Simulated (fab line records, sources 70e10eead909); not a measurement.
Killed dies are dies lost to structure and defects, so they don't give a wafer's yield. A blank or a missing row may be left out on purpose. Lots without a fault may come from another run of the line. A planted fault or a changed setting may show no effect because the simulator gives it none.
Which tool did it? | flow nand_harc | 12 lots, 36 wafers sampled, at 6 steps of a route of 1159

WHAT THE GAUGES READ, wafer by wafer
NHARC_P_ZERO_WELL_CD_MEAS_11: target cd 500 nm.
lot  | measured    | on        | cd_nm (nm)
L952 | day 1 13:14 | cd_sem-02 | 502.1 499.5 500.2
L953 | day 1 19:16 | cd_sem-01 | 498.9 500.2 501.0
L955 | day 2 07:14 | cd_sem-03 | 501.1 500.5 500.4
L957 | day 2 19:14 | cd_sem-01 | 417.0 418.9 418.1
L960 | day 3 13:14 | cd_sem-03 | 419.2 417.4 418.1
L964 | day 4 13:09 | cd_sem-01 | 499.8 501.7 501.5
L968 | day 5 13:14 | cd_sem-01 | 499.5 498.7 499.7
L969 | day 5 19:15 | cd_sem-03 | 498.9 496.9 497.6
L972 | day 6 13:14 | cd_sem-03 | 501.5 500.4 500.1
L973 | day 6 19:07 | cd_sem-02 | 503.1 500.7 499.6
L974 | day 7 01:08 | cd_sem-02 | 499.7 500.2 500.7
L975 | day 7 07:19 | cd_sem-03 | 498.5 499.0 499.8

NHARC_P_GATE_INSPECT_28.
lot  | measured     | on                | raw_defect_count
L952 | day 4 16:43  | defect_inspect-01 | 8 8 3
L953 | day 4 16:52  | defect_inspect-01 | 5 2 5
L955 | day 5 06:40  | defect_inspect-01 | 2 2 8
L957 | day 5 18:04  | defect_inspect-01 | 16 12 8
L960 | day 6 18:58  | defect_inspect-01 | 9 7 3
L964 | day 7 21:44  | defect_inspect-02 | 6 9 5
L968 | day 8 11:56  | defect_inspect-02 | 4 10 0
L969 | day 9 01:21  | defect_inspect-02 | 8 4 4
L972 | day 9 14:32  | defect_inspect-01 | 2 2 8
L973 | day 9 21:34  | defect_inspect-02 | 8 9 6
L974 | day 10 06:04 | defect_inspect-01 | 4 8 7
L975 | day 10 05:55 | defect_inspect-01 | 7 5 4

NHARC_END_SORT_01.
lot  | measured     | on        | killed_at_array | killed_at_other | killed_at_periphery | killed_dies | killed_open | killed_short
L957 | day 20 10:55 | prober-02 | 22 27 31        | 0 0 0           | 247 239 244         | 269 266 275 | 4 4 3       | 3 0 2
L960 | day 21 14:51 | prober-01 | 19 12 13        | 3 0 1           | 237 246 247         | 259 258 261 | 6 5 2       | 4 2 1

WHICH TOOL RAN EACH LOT (tool, then ch and the chambers of the sampled wafers, then the start)
lot  | NHARC_P_ZERO_WELL_PEB_09         | NHARC_P_ZERO_WELL_ETCH_62                    | NHARC_P_ZERO_WELL_DESCUM_54
L952 | litho_track-07 ch 0, day 1 13:09 | rie_diel-02 ch 0,2,3, day 1 17:58 or earlier | rie_diel-02 ch 0,2,3, day 1 17:58
L953 | litho_track-03 ch 0, day 1 19:11 | rie_diel-12 ch 0,1,3, day 2 00:05 or earlier | rie_diel-02 ch 0,2,3, day 2 00:05
L955 | litho_track-02 ch 0, day 2 07:09 | rie_diel-03 ch 0,1,2, day 2 12:04 or earlier | rie_diel-12 ch 1,2,3, day 2 12:04
L957 | litho_track-07 ch 0, day 2 19:10 | rie_diel-12 ch 0,1,3, day 3 00:01 or earlier | rie_diel-03 ch 0,2,3, day 3 00:01
L960 | litho_track-07 ch 0, day 3 13:09 | rie_diel-12 ch 1,2,3, day 3 17:53 or earlier | rie_diel-03 ch 0,1,2, day 3 17:53
L964 | litho_track-02 ch 0, day 4 13:04 | rie_diel-12 ch 0,1,3, day 4 17:43 or earlier | rie_diel-03 ch 0,3, day 4 17:43
L968 | litho_track-03 ch 0, day 5 13:10 | rie_diel-03 ch 0,1, day 5 17:56 or earlier   | rie_diel-03 ch 2,3, day 5 17:56
L969 | litho_track-03 ch 0, day 5 19:10 | rie_diel-12 ch 1,3, day 5 23:53 or earlier   | rie_diel-12 ch 1,3, day 5 23:53
L972 | litho_track-07 ch 0, day 6 13:09 | rie_diel-03 ch 1,3, day 6 17:55 or earlier   | rie_diel-12 ch 1,3, day 6 17:55
L973 | litho_track-03 ch 0, day 6 19:02 | rie_diel-12 ch 0,1,2, day 6 23:57 or earlier | rie_diel-03 ch 0,2,3, day 6 23:57
L974 | litho_track-02 ch 0, day 7 01:03 | rie_diel-02 ch 1,2,3, day 7 05:58 or earlier | rie_diel-03 ch 0,1,2, day 7 05:58
L975 | litho_track-07 ch 0, day 7 07:13 | rie_diel-12 ch 0,1,2, day 7 11:59 or earlier | rie_diel-12 ch 0,2,3, day 7 11:59
- NHARC_P_ZERO_WELL_PEB_09: peb time 80 s.
- NHARC_P_ZERO_WELL_ETCH_62: etches the open film in CHF3/Ar, target depth 13 nm, time 6.5 s.
- NHARC_P_ZERO_WELL_DESCUM_54: chemistry O2, time 3 s.

WHAT THE TOOLS THEMSELVES READ (means of the sampled wafers that have a number; where no wafer has one, the mark that the record gives instead)
NHARC_P_ZERO_WELL_PEB_09.
lot  | tool           | heater_power_total_W (W) | plate_temp_C (C)
L952 | litho_track-07 | 189.9                    | 127.76
L953 | litho_track-03 | 189.3                    | 128.14
L955 | litho_track-02 | 189.6                    | 128.00
L957 | litho_track-07 | 173.5                    | 119.43
L960 | litho_track-07 | 173.0                    | 119.46
L964 | litho_track-02 | 189.4                    | 127.97
L968 | litho_track-03 | 189.9                    | 128.10
L969 | litho_track-03 | 190.0                    | 128.09
L972 | litho_track-07 | 189.5                    | 128.11
L973 | litho_track-03 | 189.8                    | 127.59
L974 | litho_track-02 | 190.0                    | 128.10
L975 | litho_track-07 | 190.1                    | 127.89

NHARC_P_ZERO_WELL_ETCH_62.
lot  | tool        | drypump_motor_current_A (A) | oes_product_au (a.u.) | rf_fwd_power_W (W) | rf_vpp_V (V) | showerhead_plenum_p_Torr (Torr) | throttle_valve_pct (%)
L952 | rie_diel-02 | 5.7                         | 0.976                 | 489.9              | 371.4        | 2.38                            | 20.214
L953 | rie_diel-12 | 5.9                         | 0.973                 | 488.3              | 370.7        | 2.34                            | 20.223
L955 | rie_diel-03 | 5.7                         | 0.985                 | 488.6              | 370.3        | 2.36                            | 20.219
L957 | rie_diel-12 | 5.9                         | 0.972                 | 488.2              | 371.6        | 2.34                            | 20.216
L960 | rie_diel-12 | 5.5                         | 0.946                 | 489.2              | 368.8        | 2.31                            | 20.210
L964 | rie_diel-12 | 5.9                         | 0.942                 | 488.8              | 370.8        | 2.34                            | 20.226
L968 | rie_diel-03 | 5.4                         | 0.956                 | 485.8              | 371.9        | 2.39                            | 20.222
L969 | rie_diel-12 | 5.7                         | 0.955                 | 487.9              | 371.4        | 2.37                            | 20.212
L972 | rie_diel-03 | 5.7                         | 0.964                 | 487.5              | 370.1        | 2.41                            | 20.219
L973 | rie_diel-12 | 5.7                         | 0.951                 | 488.7              | 369.3        | 2.28                            | 20.223
L974 | rie_diel-02 | 6.0                         | 0.968                 | 489.1              | 371.6        | 2.41                            | 20.217
L975 | rie_diel-12 | 5.7                         | 0.971                 | 488.9              | 369.5        | 2.28                            | 20.218

NHARC_P_ZERO_WELL_DESCUM_54.
lot  | tool        | drypump_motor_current_A (A) | oes_product_au (a.u.) | rf_vpp_V (V) | showerhead_plenum_p_Torr (Torr) | throttle_valve_pct (%)
L952 | rie_diel-02 | 5.7                         | 1.002                 | 57.4         | 1.95                            | 11.301
L953 | rie_diel-02 | 5.7                         | 1.008                 | 57.5         | 1.95                            | 11.307
L955 | rie_diel-12 | 5.5                         | 1.011                 | 57.1         | 1.89                            | 11.314
L957 | rie_diel-03 | 6.0                         | 1.002                 | 58.0         | 1.91                            | 11.317
L960 | rie_diel-03 | 5.7                         | 1.000                 | 58.4         | 1.93                            | 11.305
L964 | rie_diel-03 | 6.1                         | 0.996                 | 58.0         | 1.92                            | 11.304
L968 | rie_diel-03 | 5.9                         | 0.995                 | 57.6         | 1.92                            | 11.309
L969 | rie_diel-12 | 5.7                         | 1.006                 | 58.4         | 1.94                            | 11.310
L972 | rie_diel-12 | 5.7                         | 1.007                 | 58.3         | 1.94                            | 11.308
L973 | rie_diel-03 | 6.0                         | 1.008                 | 57.6         | 1.91                            | 11.312
L974 | rie_diel-03 | 5.7                         | 0.999                 | 57.8         | 1.93                            | 11.313
L975 | rie_diel-12 | 5.9                         | 0.997                 | 57.0         | 1.85                            | 11.317

THE ANSWER, worked out from the rows above alone
Rule: what is usual is taken from the lots themselves. Put in order of their means at a reading, lots are off if they are a third of the lots or fewer, leave a main group of 4 or more, and stand apart from it by a gap of 3 or more times the standard deviation of the main group's means; of several such gaps the widest counts. A main group whose means are all the same, to the digits that the tables above print for the reading, isn't used. A lot without any number at a reading at which 4 lots or more have one is off too. The other lots that the step has rows for count as sound. The gauges are gone through in route order, then the tools' own readings, and for those a lot's mean is taken as printed above. The first step at which some lot is off is used, and at that step the reading that is off furthest; a lot without a number counts as furthest.
Off: L957, L960, at NHARC_P_ZERO_WELL_CD_MEAS_11 (cd_nm). The main group: mean 500.1 nm, standard deviation 0.98.
A tool fits if, at a process step before that reading, it ran every lot that is off, and no sound lot after the first of them. The gauges at NHARC_P_ZERO_WELL_CD_MEAS_11 aren't tried: what is off there is off at NHARC_P_ZERO_WELL_PEB_09 too, on other tools, and a gauge's error can't cause that. None of those tried fits.

WHAT THE SIMULATOR HAD PUT IN
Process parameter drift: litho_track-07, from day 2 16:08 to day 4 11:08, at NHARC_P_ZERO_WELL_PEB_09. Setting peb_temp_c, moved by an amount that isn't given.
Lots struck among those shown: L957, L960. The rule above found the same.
